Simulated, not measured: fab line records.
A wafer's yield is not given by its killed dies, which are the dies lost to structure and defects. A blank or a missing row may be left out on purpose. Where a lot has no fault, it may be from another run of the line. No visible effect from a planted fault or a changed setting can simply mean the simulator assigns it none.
fab line records ; flow n5_finfet
[record] lots = 3; wafers = 9; last_day = 17
route steps=1938 shown MOL_CONTACT_COAG@621 BEOL_M0_SAQP@632 BEOL_M0@743 BEOL_M4@1111 PASSIVATION@1936
lots with no fault: from the same line, run without faults
start_h: hours from the record's first day to the start of the lot's first wafer shown ; wait_h: how many hours have passed since the lot's step before this one ; " as in the row above ; L1.1+2: one row covering several wafers at once ; - no value, or no start was given ; * or withheld: withheld ; < > ~ a bound
route shown NAME@n: NAME is a module with steps in the file, n the number in the route of the first one ; usual: average and standard deviation across the fault-free wafers ; same: alike in all rows ; chamber/n: place in a boat ; sites: each site's reading ; _std_site: how widely they spread, as a standard deviation ; _edge_site: outer sites' mean less inner sites' ; radius_mm: how far each site lies from the wafer's centre ; mask NAME#n: copy n ; behind: the tool/chamber that last shaped the wafer ; hold: reason for holding the lot/hours on hold/outcome of the hold ; device: transistor that didn't switch, given as n, p or np ; end of line: the tests these same wafers got at the end of their route ; where a step has no rows: the recipe by itself ; killed: dies that structure and defects cost at the first sort, which is not the same as the wafer's yield ; map: a wafer's dies, x killed, . not, _ none there
set.NAME: the setting as run; set.NAME@STEP: as run at that earlier step ; model.NAME: the simulator's own value behind a step, which no gauge read
lots seen at some steps along the route; tables by step, rows by wafer
services: from which hour (start_h, from the record's first day; less than 0 if before it) a tool's chamber was out of use, for how many hours, and why
[[steps]]
[step N5_MOL_CONTACT_COAG_SRD_139]
[recipe] dry = ipa_marangoni; time_s = 30; temp_c = 23; rinse_liquid = diw
[step N5_MOL_CONTACT_COAG_PRE_CLEAN_121]
[recipe] gas = H2/He; time_s = *; temp_c = withheld
[step N5_MOL_CONTACT_COAG_CVD_140]
[recipe] material = W; target_thk_a = 665; mode = selective_fill; temp_c = 300; time_s = 215
[step N5_MOL_CONTACT_COAG_PRECLEAN_127]
[recipe] chemistry = DIW; time_s = 57.5; temp_c = 23
[step N5_MOL_CONTACT_COAG_SRD_128]
[recipe] dry_time_s = 32; dry = n2_spin; spin_rpm = 1500
[step N5_MOL_CONTACT_COAG_CMP_52]
[recipe] stop_on = SiO2; t_overpolish_s = 1.5; post_cmp_clean = w_dilute_nh4oh; down_force_psi = 4; platen_rpm = 50.289; pad_velocity_m_s = 1.0006; target_thk_nm = 66.5
[step N5_MOL_CONTACT_COAG_ANNEAL_112]
[recipe] temp_c = 400; time_s = 1800; ambient = HPD2; pressure_atm = 10
[step N5_BEOL_M0_SAQP_PECVD_00]
[recipe] material = SiCN; target_thk_a = 80; temp_c = withheld; precursor = 3MS/NH3; pressure_torr = 3; rf_w = 202; time_s = 14
[step N5_BEOL_M0_SAQP_ILD_DEP_01]
[recipe] material = SiOC; target_thk_a = 454.19; temp_c = 350; precursor = DEMS/O2; pressure_torr = 5; rf_w = 500; time_s = 8.7
[usual] heater_power_w = 488/87; showerhead_plenum_p_Torr = 5.695/0.014; susceptor_temp_C = 350.01/0.19; throttle_valve_pct = 11.9/0.75
lot.wafer;tool;chamber;start_h;wait_h;heater_power_w;showerhead_plenum_p_Torr;susceptor_temp_C;throttle_valve_pct;model.SiOC_of_BEOL_M0_SAQP_ILD_DEP_01.thk_nm
L954.2;pecvd-02;1;104.50;0.0;448;5.680;349.80;12.3;43.8
L954.3;pecvd-02;2;104.50;0.0;473;5.686;349.49;11.3;45
L954.4;pecvd-02;2;104.50;0.0;462;5.695;349.94;11.3;46.4
L962.2;pecvd-02;0;159.86;0.0;506;5.696;-;12.8;43.8
L962.3;pecvd-02;1;159.86;0.0;437;5.686;349.90;12.5;43.8
L962.6;pecvd-02;2;159.86;0.0;431;5.694;350.12;11.3;45.4
L977.2;pecvd-01;2;247.76;0.0;491;5.714;349.90;10.4;46.2
L977.4;pecvd-01;1;247.76;0.0;366;5.710;350.03;12.7;45.6
L977.5;pecvd-01;2;247.76;0.0;487;5.696;350.04;10.5;46.4
[step N5_BEOL_M0_SAQP_HM_DEP_02]
[recipe] material = TiN; target_thk_a = 120; temp_c = 25; chamber_pressure_pa = 0.49996
[step N5_BEOL_M0_SAQP_PECVD_03]
[recipe] material = SiCN; target_thk_a = 120; temp_c = withheld; precursor = 3MS/NH3; pressure_torr = 3; rf_w = 202; time_s = 21.1
[step N5_BEOL_M0_SAQP_PECVD_96]
[recipe] material = a-Si; target_thk_a = 450; temp_c = 350; precursor = SiH4/He; pressure_torr = 3; rf_w = 100; time_s = 45.2
[step N5_BEOL_M0_SAQP_PECVD_97]
[recipe] material = SiNx; target_thk_a = 230; temp_c = 350; precursor = SiH4/NH3/N2; pressure_torr = 1.5; rf_w = 300; time_s = 19.9
[step N5_BEOL_M0_SAQP_PECVD_04]
[recipe] material = a-Si; target_thk_a = 600; temp_c = 350; precursor = SiH4/He; pressure_torr = 3; rf_w = 100; time_s = 60.2
[step N5_BEOL_M0_SAQP_HM_DEP_111]
[recipe] material = SiO2; target_thk_a = 120; temp_c = 400; precursor = SiH4/N2O; pressure_torr = 0.75; rf_w = 275; time_s = 7.2
[step N5_BEOL_M0_SAQP_COAT_81]
[recipe] resist = SOC; temp_c = 250; time_s = 60; spin_rpm = 1500; resist_thk_nm = 100
[step N5_BEOL_M0_SAQP_COAT_82]
[recipe] resist = SiARC; temp_c = 220; time_s = 60; spin_rpm = 1500; resist_thk_nm = 30
[step N5_BEOL_M0_SAQP_COAT_08]
[recipe] resist = CAR-ArF; spin_rpm = 1500; resist_thk_nm = 90
[step N5_BEOL_M0_SAQP_EBR_10]
[recipe] solvent = PGMEA; ebr_width_mm = 1.5
[step N5_BEOL_M0_SAQP_SOFTBAKE_09]
[recipe] temp_c = 110; time_s = 60; resist = CAR-ArF
[step N5_BEOL_M0_SAQP_EXPOSE_11]
[recipe] mask_id = M0_CORE; na = 1.35; source_shape = dipole; sigma_inner = 0.538; sigma_outer = 0.738; polarization = te; target_cd_nm = 42; dose_mj = 55
[step N5_BEOL_M0_SAQP_PEB_12]
[recipe] peb_temp_c = withheld; peb_time_s = 60; resist = CAR-ArF
[step N5_BEOL_M0_SAQP_DEVELOP_13]
[recipe] develop_time_s = 30; developer = TMAH; resist = CAR-ArF; dev_temp_c = 23; rinse_liquid = diw; dry = air_spin
[step N5_BEOL_M0_SAQP_DESCUM_19]
[recipe] chemistry = O2; time_s = 7.9; source_power_w = 50; bias_power_w = 20; pressure_mtorr = 20; rf_frequency_hz = 2.712e+07; temp_c = 40; resist = CAR-ArF; o2_flow_sccm = 225
[step N5_BEOL_M0_SAQP_ETCH_83]
[recipe] chemistry = CF4; target = SiARC; target_depth_a = 390; mask_material = CAR-ArF; time_s = 65; ion_energy_ev = 80; pressure_mtorr = 40; source_w = 545; bias_w = 36; Ar_flow_sccm = 100; cf4_flow_sccm = 100; ends = cleared
[step N5_BEOL_M0_SAQP_ETCH_84]
[recipe] chemistry = N2/H2; target = SOC; target_depth_a = 1000; overetch_a = 200; mask_material = SiARC; temp_c = 40; time_s = 150; ion_energy_ev = 200; pressure_mtorr = 30; source_w = 840; bias_w = 150; n2_flow_sccm = 200; h2_flow_sccm = 200
[step N5_BEOL_M0_SAQP_STRIP_80]
[recipe] chemistry = N2/H2; temp_c = 40; n2_flow_sccm = 200; h2_flow_sccm = 200; rf_frequency_hz = 6e+07
[step N5_BEOL_M0_SAQP_HM_OPEN_112]
[recipe] chemistry = CHF3/O2; target = SiO2; stop_on = a-Si; target_depth_a = 120; over_etch_frac = 1.25; mask_material = SOC; time_s = 13.5; pressure_mtorr = 30; source_w = 650; bias_w = 170; Ar_flow_sccm = 200; CHF3_flow_sccm = 50; O2_flow_sccm = 5; ion_energy_ev = 200; ends = end_point
[step N5_BEOL_M0_SAQP_STRIP_113]
[recipe] chemistry = CHF3/O2; resist = SiARC; rf_frequency_hz = 6e+07
[step N5_BEOL_M0_SAQP_MANDREL_ETCH_20]
[recipe] target_depth_a = 600; chemistry = HBr/Cl2; target = a-Si; stop_on = SiNx; bt_time_s = 10; mask_material = SOC; over_etch_frac = 0.5; time_s = 30; pressure_mtorr = 10; icp_w = 800; bias_w = 75; HBr_flow_sccm = 150; Cl2_flow_sccm = 80; ends = end_point
[step N5_BEOL_M0_SAQP_STRIP_86]
[recipe] chemistry = N2/H2; power_w = 500; temp_c = 40; pressure_mtorr = 50; rf_frequency_hz = 6e+07; overash_fraction = 0.3; bias_power_w = 28; h2_frac = 0.5; n2_flow_sccm = 300; h2_flow_sccm = 300
[step N5_BEOL_M0_SAQP_STRIP_115]
[recipe] chemistry = post_etch_residue_remover; time_s = 60; temp_c = 25; remover_ph = withheld; remover_water_wt_pct = withheld; remover_fluoride_wt_pct = withheld
[step N5_BEOL_M0_SAQP_SRD_93]
[recipe] dry = ipa_marangoni; time_s = 30; temp_c = 23; rinse_liquid = diw
[step N5_BEOL_M0_SAQP_RECESS_114]
[recipe] chemistry = HF/NH3; target = SiO2; target_depth_a = 144; afs_cycles = 3; temp_c = 30; sublimation_temp_c = 180; sublimation_time_s = 60
[step N5_BEOL_M0_CMP_120]
[recipe] stop_on = SiOC; t_overpolish_s = 6.9; down_force_psi = 1; platen_rpm = 50; clearing_platen_down_force_psi = 1.5; clearing_platen_rpm = 50; post_cmp_clean = cu_alkaline; clearing_platen_pad_velocity_m_s = 0.99484; pad_velocity_m_s = 0.99484
[usual] barrier_field_endpoint_s = 3.62/0.13; motor_current_A = 6.1/0.65; overpolish_run_s = 6.900/0.0095; pad_life_wafers = 1172/510; time_to_endpoint_s = 64/4.3
lot.wafer;tool;chamber;start_h;wait_h;barrier_field_endpoint_s;motor_current_A;overpolish_run_s;pad_life_wafers;time_to_endpoint_s;model.SiOC_of_BEOL_M0_SAQP_ILD_DEP_01.thk_nm
L954.3;cmp-04;0;118.69;0.2;3.70;5.5;6.894;835;61;39
L954.4;cmp-04;1;118.69;0.2;3.85;7.3;6.908;836;68;40.4
L954.2;cmp-04;2;118.69;0.2;3.71;6.1;6.893;837;69;37.8
L962.3;cmp-04;2;173.58;0.2;3.56;6.4;6.880;1320;67;37.8
L962.2;cmp-04;3;173.58;0.2;3.51;5.4;6.921;1321;63;37.8
L962.6;cmp-04;3;173.58;0.2;3.49;6.0;6.898;-;60;39.4
L977.2;cmp-04;1;260.14;0.2;3.65;7.3;6.892;1992;69;40
L977.4;cmp-04;3;260.14;0.2;3.81;5.9;6.894;1994;67;39.4
L977.5;cmp-04;2;260.14;0.2;3.74;6.4;6.897;-;68;40.2
[step N5_BEOL_M4_RC_MEAS_101]
[usual] DIBL_N = 37.5/2.5; DIBL_P = 38/3.1; IOFF_N = 0.19/0.059; IOFF_P = 0.24/0.061; ION_N = 679/16; ION_P = 465/9.8; SS_N = 72.0/0.8; SS_P = 73.7/0.86; VT_N = 248/4.5; VT_P = -249/3.5
lot.wafer;tool;chamber;start_h;wait_h;DIBL_N[mV/V];DIBL_P[mV/V];IOFF_N[nA/um];IOFF_P[nA/um];ION_N[uA/um];ION_P[uA/um];SS_N[mV/dec];SS_P[mV/dec];VT_N[mV];VT_P[mV]
L954.2;prober-02;0;163.50;0.2;38.2;37;0.18;0.21;675;457;72.1;73.4;252;-251
L954.3;prober-02;0;163.50;0.2;37.0;37;0.16;0.23;676;469;71.6;73.1;249;-249
L954.4;prober-02;0;163.50;0.2;41.6;42;0.28;0.30;683;459;73.3;74.7;246;-245
L962.2;prober-01;0;237.33;0.3;40.9;42;0.24;0.29;709;475;72.3;74.6;245;-246
L962.3;prober-01;0;237.33;0.3;38.2;40;0.16;0.25;674;468;71.6;74.8;251;-248
L962.6;prober-01;0;237.33;0.3;38.0;39;0.17;0.25;687;469;71.9;73.7;250;-245
L977.2;prober-02;0;317.28;0.2;30.9;31;0.10;0.14;652;455;71.1;71.5;255;-251
L977.4;prober-02;0;317.28;0.2;37.6;40;0.22;0.30;704;479;72.7;73.4;244;-245
L977.5;prober-02;0;317.28;0.2;32.4;35;0.13;0.20;667;470;71.5;73.3;251;-252
[step N5_PASSIVATION_PROBE_49]
[usual] defect_limited_yield = 91.0/1.4; killed_at_M0_to_M3 = 35/10; killed_at_M4_up = 14/5.5; killed_at_contacts = 13/5.6; killed_at_front_end = 41/11; killed_at_other = 4/3.4; killed_dies = 106/16; killed_open = 68/12; killed_short = 35/7.3; sort_bin_4_leakage = 0.3/2.1; sort_bin_5_function = 5.3/0.89; sort_bin_6_memory = 3.4/0.67; sort_n_pass = 1070/28; sort_yield_pct = 90.7/2.4
[same] gross_dies = 1180; killed_at_back_side = 0; sort_bin_8_speed[%] = 0
lot.wafer;tool;chamber;start_h;wait_h;defect_limited_yield[%];killed_at_M0_to_M3;killed_at_M4_up;killed_at_contacts;killed_at_front_end;killed_at_other;killed_dies;killed_open;killed_short;sort_bin_4_leakage[%];sort_bin_5_function[%];sort_bin_6_memory[%];sort_n_pass;sort_yield_pct[%]
L962.2;prober-02;-;350.57;0.1;92.5;34;11;12;32;0;89;57;32;0;4.8;2.2;1091;92.5
L962.3;prober-02;-;350.62;0.1;89.3;42;15;4;60;5;126;78;46;0;6.0;3.7;1054;89.3
L962.6;prober-02;-;350.77;0.3;88.6;58;24;11;33;9;135;90;41;0;6.4;4.7;1045;88.6
L977.2;prober-02;-;419.58;0.1;92.5;25;10;9;39;5;88;54;32;0;4.2;3.2;1092;92.5
L977.4;prober-02;-;419.68;0.2;90.8;43;6;12;41;6;108;60;46;0;5.4;3.5;1072;90.8
L977.5;prober-02;-;419.73;0.2;89.7;38;23;14;43;4;122;74;47;0;6.5;3.7;1058;89.7
// killed by level:class
L962.2 BEOL_M1:geometric_particle:open=10 BEOL_M0_SAQP:geometric_particle:short=10 MOL_CONTACT_COAG:geometric_particle:open=9 FIN_SAQP:geometric_particle:short=8 FIN_SAQP:geometric_particle:open=7 STI_FIN_REVEAL:geometric_particle:open=6 BEOL_M0_SAQP:geometric_particle:open=6 BEOL_M2:geometric_particle:open=5
L962.3 STI_FIN_REVEAL:geometric_particle:open=13 BEOL_M1:geometric_particle:open=12 FIN_SAQP:geometric_particle:open=11 FIN_SAQP:geometric_particle:short=11 BEOL_M0_SAQP:geometric_particle:short=10 DUMMY_GATE:geometric_particle:open=6 BEOL_M0_SAQP:geometric_particle:open=6 BEOL_M2:geometric_particle:open=6
L962.6 BEOL_M1:geometric_particle:open=21 MOL_CONTACT_COAG:geometric_particle:open=10 BEOL_M0_SAQP:geometric_particle:open=10 BEOL_M0_SAQP:geometric_particle:short=9 FIN_SAQP:geometric_particle:short=8 BEOL_M1:geometric_particle:short=8 BEOL_M5:geometric_particle:open=7 BEOL_M4:geometric_particle:open=6
L977.2 FIN_SAQP:geometric_particle:short=14 BEOL_M1:geometric_particle:open=12 MOL_CONTACT_COAG:geometric_particle:open=8 FIN_SAQP:geometric_particle:open=5 STI_FIN_REVEAL:geometric_particle:open=4 BEOL_M0_SAQP:geometric_particle:short=4 BEOL_M2:geometric_particle:open=4 DUMMY_GATE:geometric_particle:open=3
L977.4 BEOL_M0_SAQP:geometric_particle:open=11 BEOL_M1:geometric_particle:open=9 FIN_SAQP:geometric_particle:short=8 STI_FIN_REVEAL:geometric_particle:open=8 MOL_CONTACT_COAG:geometric_particle:open=8 BEOL_M0_SAQP:geometric_particle:short=8 DUMMY_GATE:geometric_particle:open=5 BEOL_M3:geometric_particle:open=5
L977.5 BEOL_M4:geometric_particle:open=13 FIN_SAQP:geometric_particle:short=12 DUMMY_GATE:geometric_particle:open=11 MOL_CONTACT_COAG:geometric_particle:open=8 BEOL_M0_SAQP:geometric_particle:open=7 BEOL_M1:geometric_particle:open=7 STI_FIN_REVEAL:geometric_particle:open=6 MOL_CONTACT_COAG:geometric_particle:short=6
[[services]]
tool;chamber;start_h;hours;kind
pecvd-02;1;81.62;2.1;scheduled_down
pecvd-01;1;91.21;11.6;repair
cmp-04;-;103.11;7.6;pm
cmp-04;-;110.72;5.7;pm
pecvd-02;2;118.84;6.7;repair
pecvd-01;0;127.62;5.5;scheduled_down
pecvd-01;2;146.37;5.5;scheduled_down
pecvd-02;2;167.45;5.0;scheduled_down
pecvd-01;0;168.30;5.9;repair
pecvd-02;0;182.67;2.3;repair
pecvd-02;-;184.08;0.6;repair
cmp-04;-;214.51;0.7;repair
pecvd-02;0;231.33;2.1;scheduled_down
pecvd-01;0;239.22;2.1;scheduled_down
[[key]]
first_sign none at tools or gauges
[model_effect] step = N5_BEOL_M0_SAQP_ILD_DEP_01; value = SiOC_of_BEOL_M0_SAQP_ILD_DEP_01.thk_nm; without = 45.8; struck = 43.8
[model_effect] step = N5_BEOL_M0_CMP_120; value = SiOC_of_BEOL_M0_SAQP_ILD_DEP_01.thk_nm; without = 39.8; struck = 37.8
met_at N5_BEOL_M0_SAQP_ILD_DEP_01
struck_wafers L962.2
[fault] kind = process_parameter_drift; tool = pecvd-02; chamber = 0; onset_h = 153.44; steps = N5_BEOL_M0_SAQP_ILD_DEP_01; channel = time_s; offset = *; shape = step; end_h = 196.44; acts_in = *; stated = *
